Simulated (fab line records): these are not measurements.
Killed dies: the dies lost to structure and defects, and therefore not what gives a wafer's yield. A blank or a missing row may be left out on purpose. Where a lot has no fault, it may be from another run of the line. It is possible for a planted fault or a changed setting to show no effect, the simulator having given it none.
Code-filled problem report in 8D (eight disciplines) form ; flow n5Finfet ; the parts of the form that need people (team, actions taken, sign-off) are left out

== 1. WHAT IS WRONG ==
At N5_BEOL_M10_VIA_ETCH_34, biasW averages 152.8 W over 2 wafers from 2 lots, while fault-free wafers read 185.0 W, standard deviation 0.48. That puts it -67 standard deviations away from the usual mean.
The step: etches SiCOH lowk in C4F6/O2, target depth 184.5 nm, time 69.2 s.
Seen first at day 14 12:07 on rieDiel-02, wafer L863.4. At this step, 18 wafers from 6 lots have a number in the record. By rule, "out" or "out of limits" means more than 4 standard deviations away from the usual mean. All remaining wafers that have a number are taken as sound.

== 2. WHAT IT IS AND WHAT IT IS NOT ==
question;is;is not
which readings at this step;biasW, rfVppV;drypumpMotorCurrentA, oesProductAu, showerheadPlenumPTorr, throttleValvePct
which lots;L863, L865;L853, L856, L874, L875
which wafers of those lots;L863.4, L865.4;L863.2, L863.5, L865.5, L865.6
read on which tools;rieDiel-02;rieDiel-03, rieDiel-05
when;from day 14 12:07;"up to then (8 sound wafers); but 8 sound wafers of L865, L874, L875 came after"

== 3. WHAT RULES OUT EACH SUSPECT ==
Counting: a tool at a process step up to the reading stays a suspect if it ran every lot that is out. Sound lots after the first of them don't rule it out here, since some wafers of a struck lot are sound.
- rieDiel-02 at N5_BEOL_M10_DESCUM_33 (chemistry O2, time 7.9 s): kept. Ran every lot that is out, first one L863 (day 14 11:55); last sound lot up to then L856 (day 11 14:02).
- rieDiel-02 at N5_BEOL_M10_ETCH_65 (etches SiARC in CF4, target depth 39 nm, time 65 s): kept. Ran every lot that is out, first one L863 (day 14 11:56); last sound lot up to then L856 (day 11 14:04).
- rieDiel-02 at N5_BEOL_M10_ETCH_66 (etches SOC in N2/H2, target depth 120 nm, overetch 24 nm, time 180 s): kept. Ran every lot that is out, first one L863 (day 14 11:59); last sound lot up to then L856 (day 11 14:07).
- rieDiel-02 at N5_BEOL_M10_VIA_ETCH_34 (etches SiCOH lowk in C4F6/O2, target depth 184.5 nm, time 69.2 s): kept. Ran every lot that is out, first one L863 (day 14 12:07); last sound lot up to then L856 (day 11 14:14). Out on those wafers are its own readings of biasW, rfVppV.
- In rieDiel-02 at N5_BEOL_M10_DESCUM_33, the wafers that are out were processed in chamber 0 and their sound lot-mates in chambers 1, 2.
- In rieDiel-02 at N5_BEOL_M10_ETCH_65, the wafers that are out were processed in chamber 0 and their sound lot-mates in chambers 1, 2.
- In rieDiel-02 at N5_BEOL_M10_ETCH_66, the wafers that are out were processed in chamber 0 and their sound lot-mates in chambers 1, 2.
- In rieDiel-02 at N5_BEOL_M10_VIA_ETCH_34, the wafers that are out were processed in chamber 0 and their sound lot-mates in chambers 1, 2.
Left after counting: rieDiel-02 at N5_BEOL_M10_DESCUM_33, rieDiel-02 at N5_BEOL_M10_ETCH_65, rieDiel-02 at N5_BEOL_M10_ETCH_66, rieDiel-02 at N5_BEOL_M10_VIA_ETCH_34.

== 4. THE CAUSE (what the simulator had put in) ==
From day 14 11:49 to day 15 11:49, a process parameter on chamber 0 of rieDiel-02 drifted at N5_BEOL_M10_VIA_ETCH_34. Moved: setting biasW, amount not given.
After counting, 4 suspects remain, this tool included.

== 5. THE CHAIN OF EFFECTS, in route order ==
One row per reading whose mean, taken over the struck wafers that have a number, lies over 3 standard deviations from the usual. Scope: only readings with a usual standard deviation given in the record; hours: median across lots of the time from each lot's start at the first step in this table that gives one to its start at this step; sigmas: change in usual standard deviations.
hours;step;reading;usual;on struck wafers;change;sigmas
0;N5_BEOL_M10_VIA_ETCH_34;biasW;185.0 W;152.8;-32.2;-67
0;N5_BEOL_M10_VIA_ETCH_34;rfVppV;672 V;577;-95;-5.0
Its process steps:
- N5_BEOL_M10_VIA_ETCH_34: etches SiCOH lowk in C4F6/O2, target depth 184.5 nm, time 69.2 s.

== 6. WHAT WOULD HAVE CAUGHT IT SOONER ==
The fault began at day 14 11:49; the first out-of-limits reading in this record came at day 14 12:07, 0 hours later.
